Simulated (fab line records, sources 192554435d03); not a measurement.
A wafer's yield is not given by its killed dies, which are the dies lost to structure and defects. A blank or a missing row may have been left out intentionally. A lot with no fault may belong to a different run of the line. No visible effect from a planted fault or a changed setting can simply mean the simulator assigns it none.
Chamber matching || flow n5-finfet || N5_BEOL_M4_ALD_84 on ald-metal-01 has 4 sister chambers
The step deposits TaN, pulse time 2 s, purge time 3 s, co reactant purge time 2 s. 8 wafers are shown with their chamber, then 9 later ones without.

WAFERS, EACH WITH ITS CHAMBER
{"wafer": "L074.1", "chamber": 0, "heater-power-w (W)": 397}
{"wafer": "L081.5", "chamber": 2, "heater-power-w (W)": 411}
{"wafer": "L083.2", "chamber": 0, "heater-power-w (W)": 403}
{"wafer": "L083.4", "chamber": 2, "heater-power-w (W)": 403}
{"wafer": "L083.6", "chamber": 3, "heater-power-w (W)": 390}
{"wafer": "L082.1", "chamber": 1, "heater-power-w (W)": 317}
{"wafer": "L082.4", "chamber": 3, "heater-power-w (W)": 409}
{"wafer": "L082.6", "chamber": 1, "heater-power-w (W)": 317}

WAFERS WITHOUT THEIR CHAMBER
{"wafer": "L085.2", "heater-power-w (W)": 394}
{"wafer": "L085.3", "heater-power-w (W)": 404}
{"wafer": "L085.6", "heater-power-w (W)": 395}
{"wafer": "L092.1", "heater-power-w (W)": 402}
{"wafer": "L092.2", "heater-power-w (W)": 393}
{"wafer": "L092.5", "heater-power-w (W)": 397}
{"wafer": "L093.1", "heater-power-w (W)": 410}
{"wafer": "L093.3", "heater-power-w (W)": 325}
{"wafer": "L093.4", "heater-power-w (W)": 394}

WHICH CHAMBER EACH WENT THROUGH
{"wafer": "L085.2", "from the rows above": "can't be placed: 3 or 0 or 2", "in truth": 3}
{"wafer": "L085.3", "from the rows above": "can't be placed: 2 or 0 or 3", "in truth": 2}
{"wafer": "L085.6", "from the rows above": "can't be placed: 3 or 0 or 2", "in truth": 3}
{"wafer": "L092.1", "from the rows above": "can't be placed: 0 or 3 or 2", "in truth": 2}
{"wafer": "L092.2", "from the rows above": "can't be placed: 3 or 0 or 2", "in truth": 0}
{"wafer": "L092.5", "from the rows above": "can't be placed: 3 or 0 or 2", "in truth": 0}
{"wafer": "L093.1", "from the rows above": "can't be placed: 2 or 0 or 3", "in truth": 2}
{"wafer": "L093.3", "from the rows above": 1, "in truth": 1}
{"wafer": "L093.4", "from the rows above": "can't be placed: 3 or 0 or 2", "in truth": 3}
Correct placement for 1 of the 9. These rows do not allow placing 8 (true chamber among the candidates in 8). 0 placed wrongly.
How it was worked out, from the rows above alone: a wafer's distance from a chamber is the root of the sum, over the readings, of the square of ((its reading less the chamber's mean) divided by the reading's scatter). The wafer belongs to the nearest chamber; if the next one is less than 2 further off, it can't be placed. The mean given for a chamber averages the wafers shown for that chamber. The scatter: the root of (the sum of the squares of (reading less its chamber's mean) over the shown wafers, divided by (wafers less chambers)).
